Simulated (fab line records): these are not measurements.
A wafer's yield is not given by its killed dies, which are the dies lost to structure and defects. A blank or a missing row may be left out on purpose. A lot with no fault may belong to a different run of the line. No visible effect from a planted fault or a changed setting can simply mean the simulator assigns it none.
fab line records + flow nandHarc
[record]
- lots = 11
- wafers = 33
- lastDay = 33
route steps=1302 shown A_STAIRCASE@684 END@1302
lots that met no fault: from a run of the same line without faults
startH: the number of hours between the record's first day and the start of the first shown wafer of the lot + waitH: hours elapsed since this lot's preceding step + " identical to the entry in the row above + L1.1+2: a row that stands for several wafers + - no value, or no start was given + * or withheld: withheld + < > ~ a bound
route shown NAME@n: names a module that has steps shown in the file, with the first one's number in the route + usual: average and standard deviation across the fault-free wafers + same: alike in all rows + chamber/n: place in a boat + sites: each site's reading + _std_site: their standard deviation + _edge_site: outer sites' mean less inner sites' + radiusMm: how far each site lies from the wafer's centre + mask NAME#n: copy n + behind: the tool/chamber that last shaped the wafer + hold: the reason the lot was held/the length of the hold in hours/how it ended + device: transistor that didn't switch, given as n, p or np + end of line: the same wafers' tests at the end of the route + a step with no rows: only its recipe + killed: count of dies lost to structure and defects at first sort (not the wafer's yield) + map: shows each die of a wafer: x if killed, . if not, _ if none is there
set.NAME: the run value of the setting; set.NAME@STEP: its run value at that earlier step + model.NAME: the simulator's own value behind a step, which no gauge read
steps of the route over a sample of lots; a table a step, a row a wafer
services: from which hour (startH, from the record's first day; less than 0 if before it) a tool's chamber was out of use, for how many hours, and why
[[steps]]
[step NHARC_A_STAIRCASE_ETCH_27]
[recipe]
- targetDepthA = 1000
- timeS = 40.5
- ionEnergyEv = 400
- c4f8FlowSccm = 20
- o2FlowSccm = 10
- arFlowSccm = withheld
- rfW = 600
- biasW = 1000
- chemistry = C4F8/O2
[usual]
- oesProductAu = 0.943/0.0092
- rfFwdPowerW = 593/3.2
- rfVppV = 895/6.6
| lot.wafer | tool       | chamber | startH | waitH | oesProductAu | rfFwdPowerW | rfHoursCounterH | rfVppV |
|-----------|------------|---------|--------|-------|--------------|-------------|-----------------|--------|
| L861.2    | rieDiel-08 | 0       | -      | -     | 0.924        | 596         | 44              | 905    |
| L861.3    | "          | 1       | "      | "     | 0.943        | 592         | 54              | 889    |
| L861.6    | "          | 0       | "      | "     | 0.934        | 594         | -               | 905    |
| L864.4    | rieDiel-11 | 1       | -      | -     | 0.956        | 599         | 44              | 901    |
| L864.2    | "          | 2       | "      | "     | 0.950        | 592         | 44              | 886    |
| L864.5    | "          | 1       | "      | "     | 0.954        | 598         | -               | 900    |
| L863.3    | rieDiel-12 | 0       | -      | -     | 0.935        | 599         | 35              | 901    |
| L863.2    | "          | 1       | "      | "     | 0.936        | 594         | 38              | 907    |
| L863.6    | "          | 1       | "      | "     | 0.944        | 593         | -               | 904    |
| L865.1    | rieDiel-08 | 3       | -      | -     | 0.934        | 592         | 5               | 889    |
| L865.3    | "          | 0       | "      | "     | 0.937        | 599         | 7               | 905    |
| L865.6    | "          | 1       | "      | "     | 0.946        | 591         | -               | 888    |
| L867.4    | rieDiel-12 | 0       | -      | -     | 0.936        | 591         | 46              | 900    |
| L867.1    | "          | 1       | "      | "     | 0.933        | 596         | 51              | 907    |
| L867.2    | "          | 2       | "      | "     | 0.945        | 595         | 49              | 891    |
| L869.3    | rieDiel-12 | 0       | -      | -     | 0.951        | 596         | 57              | 902    |
| L869.1    | "          | 2       | "      | "     | 0.939        | 590         | 56              | 888    |
| L869.5    | "          | 0       | "      | "     | 0.950        | 591         | -               | 901    |
| L875.3    | rieDiel-08 | 2       | -      | -     | 0.941        | 591         | 37              | 896    |
| L875.2    | "          | 0       | "      | "     | 0.947        | 598         | 38              | 905    |
| L875.6    | "          | 0       | "      | "     | 0.949        | 599         | -               | 905    |
| L880.2    | rieDiel-08 | 1       | -      | -     | 0.960        | 591         | 47              | 887    |
| L880.4    | "          | 2       | "      | "     | 0.961        | 592         | 61              | 897    |
| L880.1    | "          | 0       | "      | "     | 0.940        | 595         | 62              | 903    |
| L882.3    | rieDiel-11 | 3       | -      | -     | 0.948        | 591         | 44              | 888    |
| L882.1    | "          | 0       | "      | "     | 0.941        | 599         | 41              | 892    |
| L882.4    | "          | 2       | "      | "     | 0.944        | 593         | 42              | 905    |
| L883.4    | rieDiel-11 | 1       | -      | -     | 0.952        | 598         | 48              | 899    |
| L883.2    | "          | 3       | "      | "     | 0.942        | 589         | 48              | 887    |
| L883.6    | "          | 0       | "      | "     | 0.930        | 596         | -               | 894    |
| L884.1    | rieDiel-12 | 0       | -      | -     | 0.943        | 594         | 41              | 900    |
| L884.4    | "          | 1       | "      | "     | 0.945        | 596         | 36              | 906    |
| L884.3    | "          | 2       | "      | "     | 0.936        | 594         | 39              | 890    |
[step NHARC_A_STAIRCASE_TRIM_191]
[recipe]
- timeS = 211.2
- o2FlowSccm = 500
- arFlowSccm = 0
- biasW = 0
- chemistry = O2
[usual]
- drypumpMotorCurrentA = 5.9/0.43
- oesProductAu = 0.997/0.007
- rfVppV = 57.8/0.89
- runLengthS = 232.5/0.33
- showerheadPlenumPTorr = 3.52/0.17
- throttleValvePct = 17.035/0.0094
| lot.wafer | tool       | chamber | startH | waitH | drypumpMotorCurrentA | oesProductAu | rfHoursCounterH | rfVppV | runLengthS | showerheadPlenumPTorr | throttleValvePct |
|-----------|------------|---------|--------|-------|----------------------|--------------|-----------------|--------|------------|-----------------------|------------------|
| L861.3    | rieDiel-12 | 0       | 352.67 | -     | 5.7                  | 0.999        | 21              | 58.3   | 232.8      | 3.67                  | 17.050           |
| L861.2    | "          | 1       | "      | "     | 5.4                  | 1.000        | 26              | 58.4   | 232.5      | 3.79                  | 17.027           |
| L861.6    | "          | 2       | "      | "     | 6.3                  | 1.000        | -               | 57.3   | 232.6      | 3.37                  | 17.034           |
| L864.4    | rieDiel-11 | 0       | 388.29 | -     | 5.5                  | 0.996        | 38              | 57.9   | 232.3      | 3.48                  | 17.040           |
| L864.2    | "          | 1       | "      | "     | 5.4                  | 1.001        | 45              | 57.8   | 232.0      | 3.63                  | 17.028           |
| L864.5    | "          | 1       | "      | "     | 5.5                  | 1.001        | -               | 58.5   | 231.9      | 3.63                  | 17.041           |
| L863.2    | rieDiel-12 | 1       | 388.69 | -     | 5.4                  | 0.992        | 38              | 57.7   | 232.9      | 3.79                  | 17.026           |
| L863.3    | "          | 2       | "      | "     | 6.3                  | 1.001        | 37              | 56.7   | 232.4      | 3.36                  | 17.028           |
| L863.6    | "          | 2       | "      | "     | 6.3                  | 1.001        | -               | 58.6   | 232.0      | 3.36                  | 17.042           |
| L865.1    | rieDiel-08 | 3       | 398.59 | -     | 5.9                  | 0.999        | 6               | 58.6   | 232.1      | 3.34                  | 17.021           |
| L865.3    | "          | 2       | "      | "     | 6.3                  | 0.996        | 5               | 59.0   | 232.8      | 3.53                  | 17.043           |
| L865.6    | "          | 0       | "      | "     | 4.9                  | 0.998        | -               | 58.4   | 232.2      | 3.77                  | 17.046           |
| L867.2    | rieDiel-12 | 3       | 427.87 | -     | 6.3                  | 0.997        | 45              | 57.5   | 233.2      | 3.46                  | 17.045           |
| L867.4    | "          | 0       | "      | "     | 5.7                  | 0.999        | 47              | 58.4   | 233.1      | 3.65                  | 17.037           |
| L867.1    | "          | 2       | "      | "     | 6.3                  | 1.011        | 50              | 56.3   | 232.3      | 3.36                  | 17.050           |
| L869.1    | rieDiel-12 | 1       | 446.47 | -     | 5.4                  | 0.979        | 58              | 58.1   | 232.5      | 3.77                  | 17.037           |
| L869.3    | "          | 2       | "      | "     | 6.3                  | 0.998        | 57              | 56.2   | 232.0      | 3.35                  | 17.031           |
| L869.5    | "          | 3       | "      | "     | 6.3                  | 0.986        | -               | 57.6   | 232.9      | 3.45                  | 17.029           |
| L875.3    | rieDiel-12 | 0       | 503.13 | -     | 5.7                  | 1.001        | 15              | 57.6   | 316.7      | 3.64                  | 17.044           |
| L875.2    | "          | 3       | "      | "     | 6.2                  | 0.997        | 14              | 55.7   | 232.6      | 3.44                  | 17.050           |
| L875.6    | "          | 3       | "      | "     | 6.2                  | 0.994        | -               | 57.6   | 232.5      | 3.44                  | 17.034           |
| L880.1    | rieDiel-11 | 3       | 548.59 | -     | 5.3                  | 1.002        | 39              | 58.2   | 231.8      | 3.31                  | 17.037           |
| L880.4    | "          | 0       | "      | "     | 5.5                  | 0.996        | 35              | 56.6   | 232.2      | 3.45                  | 17.023           |
| L880.2    | "          | 2       | "      | "     | 6.4                  | 1.006        | 37              | 58.4   | 232.3      | 3.79                  | 17.044           |
| L882.1    | rieDiel-12 | 3       | 570.57 | -     | 6.3                  | 0.989        | 36              | 56.4   | 233.1      | 3.43                  | 17.022           |
| L882.3    | "          | 1       | "      | "     | 5.4                  | 0.984        | 33              | 58.0   | 232.4      | 3.76                  | 17.049           |
| L882.4    | "          | 2       | "      | "     | 6.3                  | 0.994        | 35              | 57.4   | 232.4      | 3.33                  | 17.050           |
| L883.2    | rieDiel-12 | 2       | 587.33 | -     | 6.3                  | 1.001        | 44              | 55.9   | 232.5      | 3.33                  | 17.044           |
| L883.4    | "          | 1       | "      | "     | 5.4                  | 0.997        | 42              | 58.7   | 232.5      | 3.75                  | 17.058           |
| L883.6    | "          | 2       | "      | "     | 6.3                  | 0.997        | -               | 58.1   | 232.7      | 3.33                  | 17.032           |
| L884.4    | rieDiel-12 | 1       | 587.41 | -     | 5.4                  | 0.995        | 42              | 58.0   | 232.4      | 3.75                  | 17.047           |
| L884.3    | "          | 2       | "      | "     | 6.3                  | 0.998        | 44              | 57.8   | 232.0      | 3.33                  | 17.041           |
| L884.1    | "          | 3       | "      | "     | 6.3                  | 0.993        | 43              | 57.0   | 232.8      | 3.43                  | 17.033           |
[step NHARC_A_STAIRCASE_TRIM_193]
[recipe]
- timeS = 211.2
- o2FlowSccm = 500
- arFlowSccm = 0
- biasW = 0
- chemistry = O2
[usual]
- drypumpMotorCurrentA = 5.9/0.42
- oesProductAu = 0.997/0.0074
- rfVppV = 57.8/0.91
- runLengthS = 232.5/0.37
- showerheadPlenumPTorr = 3.53/0.17
- throttleValvePct = 17.036/0.0092
| lot.wafer | tool       | chamber | startH | waitH | drypumpMotorCurrentA | oesProductAu | rfHoursCounterH | rfVppV | runLengthS | showerheadPlenumPTorr | throttleValvePct |
|-----------|------------|---------|--------|-------|----------------------|--------------|-----------------|--------|------------|-----------------------|------------------|
| L861.3    | rieDiel-12 | 3       | -      | -     | 6.3                  | 0.988        | 23              | 56.9   | 232.8      | 3.47                  | 17.031           |
| L861.2    | "          | 0       | "      | "     | 5.7                  | 0.984        | 22              | 59.2   | 232.6      | 3.67                  | 17.045           |
| L861.6    | "          | 2       | "      | "     | 6.3                  | 0.993        | -               | 56.4   | 232.0      | 3.37                  | 17.043           |
| L864.2    | rieDiel-11 | 3       | -      | -     | 5.4                  | 1.004        | 47              | 57.3   | 231.5      | 3.34                  | 17.029           |
| L864.4    | "          | 1       | "      | "     | 5.4                  | 0.991        | 45              | 56.1   | 232.5      | 3.63                  | 17.049           |
| L864.5    | "          | 3       | "      | "     | 5.4                  | 0.998        | -               | 57.7   | 231.7      | 3.34                  | 17.034           |
| L863.3    | rieDiel-12 | 3       | -      | -     | 6.2                  | 0.999        | 34              | 56.8   | 232.9      | 3.46                  | 17.033           |
| L863.2    | "          | 1       | "      | "     | 5.5                  | 1.002        | 39              | 57.8   | 232.4      | 3.79                  | 17.033           |
| L863.6    | "          | 3       | "      | "     | 6.2                  | 0.996        | -               | 56.9   | 233.0      | 3.46                  | 17.039           |
| L865.1    | rieDiel-08 | 0       | -      | -     | 4.9                  | 0.995        | 8               | 57.1   | 231.9      | 3.77                  | 17.032           |
| L865.3    | "          | 3       | "      | "     | 5.9                  | 0.990        | 6               | 56.3   | 232.1      | 3.34                  | 17.027           |
| L865.6    | "          | 1       | "      | "     | 5.7                  | 1.003        | -               | 57.8   | 232.3      | 3.30                  | 17.059           |
| L867.1    | rieDiel-12 | 1       | -      | -     | 5.4                  | 1.003        | 52              | 57.4   | 232.6      | 3.78                  | 17.022           |
| L867.4    | "          | 2       | "      | "     | 6.3                  | 1.005        | 50              | 56.2   | 231.9      | 3.36                  | 17.045           |
| L867.2    | "          | 3       | "      | "     | 6.3                  | 0.985        | 46              | 57.6   | 232.9      | 3.46                  | 17.043           |
| L869.1    | rieDiel-12 | 2       | -      | -     | 6.3                  | 0.998        | 57              | 57.2   | 232.8      | 3.35                  | 17.024           |
| L869.3    | "          | 0       | "      | "     | 5.7                  | 0.994        | 57              | 58.1   | 232.7      | 3.65                  | 17.042           |
| L869.5    | "          | 3       | "      | "     | 6.3                  | 0.988        | -               | 55.5   | 232.7      | 3.45                  | 17.048           |
| L875.2    | rieDiel-12 | 2       | -      | -     | 6.3                  | 1.004        | 12              | 57.2   | 232.1      | 3.35                  | 17.045           |
| L875.3    | "          | 0       | "      | "     | 5.7                  | 1.013        | 16              | 58.8   | 232.5      | 3.64                  | 17.042           |
| L875.6    | "          | 2       | "      | "     | 6.3                  | 1.001        | -               | 57.8   | 232.2      | 3.35                  | 17.039           |
| L880.4    | rieDiel-11 | 1       | -      | -     | 5.5                  | 1.002        | 37              | 58.2   | 232.0      | 3.60                  | 17.026           |
| L880.2    | "          | 2       | "      | "     | 6.4                  | 0.999        | 37              | 58.7   | 232.8      | 3.79                  | 17.020           |
| L880.1    | "          | 3       | "      | "     | 5.4                  | 1.015        | 39              | 58.2   | 231.8      | 3.31                  | 17.024           |
| L882.1    | rieDiel-12 | 3       | -      | -     | 6.2                  | 0.988        | 36              | 58.3   | 232.6      | 3.43                  | 17.040           |
| L882.4    | "          | 0       | "      | "     | 5.7                  | 0.990        | 39              | 57.1   | 232.5      | 3.63                  | 17.050           |
| L882.3    | "          | 1       | "      | "     | 5.4                  | 0.986        | 33              | 59.0   | 232.3      | 3.75                  | 17.045           |
| L883.4    | rieDiel-12 | 1       | -      | -     | 5.4                  | 0.988        | 42              | 59.0   | 232.5      | 3.75                  | 17.035           |
| L883.2    | "          | 3       | "      | "     | 6.3                  | 0.995        | 43              | 57.3   | 232.9      | 3.43                  | 17.020           |
| L883.6    | "          | 2       | "      | "     | 6.3                  | 0.996        | -               | 58.6   | 232.1      | 3.33                  | 17.027           |
| L884.4    | rieDiel-12 | 1       | -      | -     | 5.4                  | 0.999        | 42              | 58.0   | 232.2      | 3.75                  | 17.044           |
| L884.1    | "          | 2       | "      | "     | 6.3                  | 0.999        | 45              | 57.1   | 232.0      | 3.33                  | 17.039           |
| L884.3    | "          | 0       | "      | "     | 5.7                  | 0.999        | 45              | 57.8   | 232.4      | 3.62                  | 17.034           |
[step NHARC_A_STAIRCASE_TRIM_198]
[recipe]
- timeS = 211.2
- o2FlowSccm = 500
- arFlowSccm = 0
- biasW = 0
- chemistry = O2
[usual]
- drypumpMotorCurrentA = 5.8/0.43
- oesProductAu = 0.999/0.0066
- rfVppV = 57.7/0.92
- runLengthS = 232.4/0.38
- showerheadPlenumPTorr = 3.51/0.16
- throttleValvePct = 17.037/0.0094
| lot.wafer | tool       | chamber | startH | waitH | drypumpMotorCurrentA | oesProductAu | rfHoursCounterH | rfVppV | runLengthS | showerheadPlenumPTorr | throttleValvePct |
|-----------|------------|---------|--------|-------|----------------------|--------------|-----------------|--------|------------|-----------------------|------------------|
| L861.2    | rieDiel-11 | 2       | -      | -     | 6.4                  | 1.002        | 35              | 56.5   | 232.7      | 3.29                  | 17.049           |
| L861.3    | "          | 3       | "      | "     | 5.4                  | 0.997        | 35              | 57.2   | 231.6      | 3.35                  | 17.041           |
| L861.6    | "          | 3       | "      | "     | 5.4                  | 0.999        | -               | 58.9   | 231.7      | 3.35                  | 17.050           |
| L863.2    | rieDiel-12 | 0       | -      | -     | 5.7                  | 0.997        | 36              | 57.2   | 232.5      | 3.66                  | 17.039           |
| L863.3    | "          | 3       | "      | "     | 6.3                  | 0.989        | 34              | 56.3   | 232.9      | 3.46                  | 17.033           |
| L863.6    | "          | 1       | "      | "     | 5.4                  | 0.995        | -               | 57.8   | 232.3      | 3.79                  | 17.030           |
| L864.4    | rieDiel-11 | 2       | -      | -     | 6.5                  | 0.999        | 46              | 57.0   | 232.8      | 3.28                  | 17.040           |
| L864.2    | "          | 3       | "      | "     | 5.4                  | 1.009        | 51              | 57.5   | 231.6      | 3.34                  | 17.038           |
| L864.5    | "          | 1       | "      | "     | 5.4                  | 1.005        | -               | 56.4   | 232.0      | 3.63                  | 17.061           |
| L865.1    | rieDiel-12 | 1       | -      | -     | 5.4                  | 1.006        | 41              | 57.4   | 232.7      | 3.78                  | 17.039           |
| L865.3    | "          | 2       | "      | "     | 6.3                  | 1.006        | 39              | 58.5   | 232.0      | 3.36                  | 17.043           |
| L865.6    | "          | 0       | "      | "     | 5.7                  | 1.000        | -               | 59.2   | 232.5      | 3.66                  | 17.024           |
| L867.1    | rieDiel-11 | 0       | -      | -     | 5.5                  | 1.011        | 50              | 58.6   | 232.9      | 3.47                  | 17.034           |
| L867.2    | "          | 1       | "      | "     | 5.4                  | 1.012        | 57              | 57.6   | 232.8      | 3.62                  | 17.056           |
| L867.4    | "          | 2       | "      | "     | 6.4                  | 0.988        | 57              | 56.5   | 232.5      | 3.27                  | 17.028           |
| L869.3    | rieDiel-12 | 2       | -      | -     | 6.3                  | 1.003        | 57              | 57.2   | 232.3      | 3.35                  | 17.045           |
| L869.1    | "          | 0       | "      | "     | 5.7                  | 0.993        | 57              | 58.1   | 232.5      | 3.65                  | 17.028           |
| L869.5    | "          | 2       | "      | "     | 6.3                  | 1.000        | -               | 56.8   | 232.1      | 3.35                  | 17.035           |
| L875.3    | rieDiel-12 | 3       | -      | -     | 6.3                  | 0.995        | 15              | 57.1   | 232.6      | 3.44                  | 17.041           |
| L875.2    | "          | 2       | "      | "     | 6.3                  | 0.996        | 13              | 56.8   | 232.0      | 3.35                  | 17.041           |
| L875.6    | "          | 0       | "      | "     | 5.7                  | 1.002        | -               | 59.1   | 232.6      | 3.64                  | 17.045           |
| L880.4    | rieDiel-11 | 1       | -      | -     | 5.4                  | 1.003        | 37              | 57.3   | 232.5      | 3.60                  | 17.021           |
| L880.2    | "          | 2       | "      | "     | 6.4                  | 1.007        | 38              | 57.0   | 232.4      | 3.79                  | 17.036           |
| L880.1    | "          | 3       | "      | "     | 5.4                  | 1.000        | 39              | 58.1   | 231.7      | 3.31                  | 17.032           |
| L882.3    | rieDiel-12 | 0       | -      | -     | 5.7                  | 0.998        | 39              | 58.3   | 232.6      | 3.63                  | 17.034           |
| L882.1    | "          | 1       | "      | "     | 5.4                  | 0.992        | 33              | 58.5   | 232.7      | 3.75                  | 17.046           |
| L882.4    | "          | 3       | "      | "     | 6.2                  | 0.999        | 36              | 57.4   | 232.8      | 3.43                  | 17.034           |
| L883.2    | rieDiel-11 | 0       | -      | -     | 5.5                  | 1.005        | 48              | 56.6   | 232.3      | 3.44                  | 17.042           |
| L883.4    | "          | 1       | "      | "     | 5.4                  | 1.014        | 51              | 57.8   | 232.8      | 3.59                  | 17.051           |
| L883.6    | "          | 1       | "      | "     | 5.4                  | 1.013        | -               | 58.4   | 232.4      | 3.59                  | 17.037           |
| L884.4    | rieDiel-08 | 2       | -      | -     | 6.3                  | 0.997        | 8               | 57.2   | 232.8      | 3.49                  | 17.037           |
| L884.3    | "          | 3       | "      | "     | 5.9                  | 1.001        | 8               | 56.3   | 232.4      | 3.31                  | 17.028           |
| L884.1    | "          | 0       | "      | "     | 4.9                  | 1.006        | 9               | 58.2   | 232.1      | 3.74                  | 17.053           |
[step NHARC_END_SORT_01]
[recipe]
- tempC = 25
[usual]
- killedAtArray = 55/17
- killedAtOther = 1.1/1.4
- killedAtPeriphery = 3.9/3
- killedDies = 59/17
- killedOpen = 3.5/2
- killedShort = 2.6/1.6
[same]
- grossDies = 677
| lot.wafer | tool      | chamber | startH | waitH | killedAtArray | killedAtOther | killedAtPeriphery | killedDies | killedOpen | killedShort |
|-----------|-----------|---------|--------|-------|---------------|---------------|-------------------|------------|------------|-------------|
| L875.2    | prober-01 | 0       | 713.35 | 2.8   | 67            | 1             | 2                 | 70         | 2          | 3           |
| L875.3    | prober-01 | 0       | 714.16 | 3.1   | 673           | 1             | 3                 | 677        | 4          | 4           |
| L875.6    | prober-01 | 0       | 716.56 | 4.0   | 75            | 1             | 3                 | 79         | 6          | 5           |
// killed by level:class
L875.2 A_SLIT:chamberFilmFlake=27 A_CHANNEL_HOLE_D1:chamberFilmFlake=23 A_CHANNEL_HOLE_D2:chamberFilmFlake=6 A_STAIRCASE:chamberFilmFlake=2 P_M0:geometricParticle:open=1 A_DECK1_JOINT:geometricParticle:short=1 A_ONON_D2:geometricParticle:short=1 A_SGD_CUT:geometricParticle:open=1
L875.3 A_STAIRCASE:areaTrim=597 A_SLIT:chamberFilmFlake=40 A_CHANNEL_HOLE_D1:chamberFilmFlake=16 A_CONTACT:chamberFilmFlake=5 A_STAIRCASE:chamberFilmFlake=3 A_CHANNEL_FILL_D1:chamberFilmFlake=2 P_GATE:geometricParticle:open=1 P_GATE:geometricParticle:short=1
L875.6 A_SLIT:chamberFilmFlake=33 A_CHANNEL_HOLE_D1:chamberFilmFlake=21 A_CHANNEL_HOLE_D2:chamberFilmFlake=4 A_WL_FILL:geometricParticle:short=3 A_CONTACT:chamberFilmFlake=3 P_CONTACT:geometricParticle:open=2 A_CHANNEL_FILL_D1:chamberFilmFlake=2 A_STAIRCASE:chamberFilmFlake=2
[[services]]
| tool       | chamber | startH | hours | kind   |
|------------|---------|--------|-------|--------|
| rieDiel-08 | 0       | 329.57 | 12.2  | repair |
| rieDiel-12 | 0       | 330.29 | -     | clean  |
| rieDiel-12 | 1       | 330.29 | -     | clean  |
| rieDiel-12 | 2       | 330.29 | -     | clean  |
| rieDiel-12 | 3       | 330.29 | -     | clean  |
| rieDiel-08 | 3       | 331.33 | 9.0   | repair |
| rieDiel-08 | 1       | 334.13 | 9.5   | repair |
| rieDiel-12 | 0       | 354.79 | -     | clean  |
| rieDiel-12 | 1       | 354.79 | -     | clean  |
| rieDiel-12 | 2       | 354.79 | -     | clean  |
| rieDiel-12 | 3       | 354.79 | -     | clean  |
| rieDiel-08 | -       | 370.64 | 9.0   | pm     |
| rieDiel-12 | 0       | 380.85 | -     | clean  |
| rieDiel-12 | 1       | 380.85 | -     | clean  |
| rieDiel-12 | 2       | 380.85 | -     | clean  |
| rieDiel-08 | 1       | 406.95 | 5.1   | repair |
| rieDiel-11 | -       | 434.40 | 9.0   | pm     |
| rieDiel-12 | -       | 449.15 | 9.0   | pm     |
| rieDiel-11 | -       | 463.21 | 0.6   | repair |
| rieDiel-12 | -       | 471.86 | 0.6   | repair |
| rieDiel-11 | 2       | 480.29 | 8.2   | repair |
| rieDiel-12 | 1       | 495.04 | 11.0  | repair |
| rieDiel-08 | 1       | 498.58 | 30.5  | repair |
| rieDiel-08 | -       | 547.64 | 9.0   | pm     |
[[key]]
[firstSign]
- step = NHARC_A_STAIRCASE_TRIM_191
- reading = runLengthS
- direction = up
- sigmas = 99+
- usual = *
- struck = *
[effect]
- step = NHARC_END_SORT_01
- reading = killedAtArray
- direction = up
- sigmas = 37
- usual = 55
- struck = 673
[moreKillsBornAt]
- NHARC_A_STAIRCASE_TRIM_191@rieDiel-12 = 597
metAt NHARC_A_STAIRCASE_TRIM_191
struckLots L875
struckWafers L875.3
laterRowsLeftOut L875.3
testerLeftOut L875
notActingAt NHARC_A_STAIRCASE_ETCH_27,NHARC_A_STAIRCASE_TRIM_193,NHARC_A_STAIRCASE_TRIM_198
onsetBetween 427.87 503.13
[fault]
- kind = processParameterDrift
- tool = rieDiel-12
- chamber = 0
- onsetH = 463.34
- steps = NHARC_A_STAIRCASE_TRIM_191
- channel = timeS
- offset = *
- shape = step
- endH = 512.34
- actsIn = *
- stated = *
// testerLeftOut: of these lots the tester's yield and bins aren't shown, on N5 and GAA mostly nor the transistor test; their killed dies are dies lost to structure and defects alone, not to doping, threshold or leakage, so they don't give the yield
// laterRowsLeftOut: the simulator's readings of these wafers behind a module that went badly wrong aren't trusted and aren't shown, but for the sort
